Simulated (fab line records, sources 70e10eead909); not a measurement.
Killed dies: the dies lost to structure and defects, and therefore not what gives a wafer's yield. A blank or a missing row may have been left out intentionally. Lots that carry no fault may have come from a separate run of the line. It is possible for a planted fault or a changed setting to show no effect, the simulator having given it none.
Chamber matching / flow nand-harc / NHARC_A_STAIRCASE_DEP_322 on pecvd-01 has 3 sister chambers
The step deposits SiO2, target thk 3800 nm. 16 wafers are shown with their chamber, then 8 later ones without.

## EACH WAFER AND ITS CHAMBER
wafer=L075.2; chamber=2; heater-power-w (W)=580
wafer=L075.4; chamber=2; heater-power-w (W)=486
wafer=L075.6; chamber=0; heater-power-w (W)=589
wafer=L077.4; chamber=1; heater-power-w (W)=658
wafer=L077.5; chamber=2; heater-power-w (W)=496
wafer=L077.6; chamber=0; heater-power-w (W)=565
wafer=L080.1; chamber=2; heater-power-w (W)=525
wafer=L080.2; chamber=1; heater-power-w (W)=723
wafer=L080.6; chamber=0; heater-power-w (W)=579
wafer=L082.1; chamber=2; heater-power-w (W)=511
wafer=L082.3; chamber=1; heater-power-w (W)=792
wafer=L082.6; chamber=2; heater-power-w (W)=493
wafer=L091.3; chamber=1; heater-power-w (W)=808
wafer=L091.5; chamber=1; heater-power-w (W)=663
wafer=L091.6; chamber=2; heater-power-w (W)=486
wafer=L093.2; chamber=0; heater-power-w (W)=723

SIGNATURES (means of the wafers above)
reading=heater-power-w; chamber 0=614.00; chamber 1=728.80; chamber 2=511.00; scatter within a chamber=57.2
Rule: a wafer lies at a distance from a chamber equal to the root of the sum of squares, over the readings, of (its reading less the chamber's mean, divided by the reading's scatter). The wafer belongs to the nearest chamber; if the next one is less than 2 further off, it can't be placed. The scatter is the square root of a quotient: the sum, over the shown wafers, of each reading's squared deviation from its chamber's mean, divided by wafers minus chambers.

## WAFERS WITHOUT THEIR CHAMBER
wafer=L093.4; heater-power-w (W)=652
wafer=L093.6; heater-power-w (W)=498
wafer=L092.1; heater-power-w (W)=597
wafer=L092.3; heater-power-w (W)=805
wafer=L092.4; heater-power-w (W)=647
wafer=L095.2; heater-power-w (W)=671
wafer=L095.4; heater-power-w (W)=469
wafer=L095.6; heater-power-w (W)=659

## CHAMBER TAKEN BY EACH
wafer=L093.4; from the rows above=can't be placed: 0 or 1 or 2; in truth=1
wafer=L093.6; from the rows above=can't be placed: 2 or 0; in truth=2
wafer=L092.1; from the rows above=can't be placed: 0 or 2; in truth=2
wafer=L092.3; from the rows above=1; in truth=1
wafer=L092.4; from the rows above=can't be placed: 0 or 1 or 2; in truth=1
wafer=L095.2; from the rows above=can't be placed: 0 or 1 or 2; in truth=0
wafer=L095.4; from the rows above=can't be placed: 2 or 0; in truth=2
wafer=L095.6; from the rows above=can't be placed: 0 or 1 or 2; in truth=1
Correctly placed: 1 of 8. These rows do not allow placing 7 (true chamber among the candidates in 7). 0 placed wrongly.
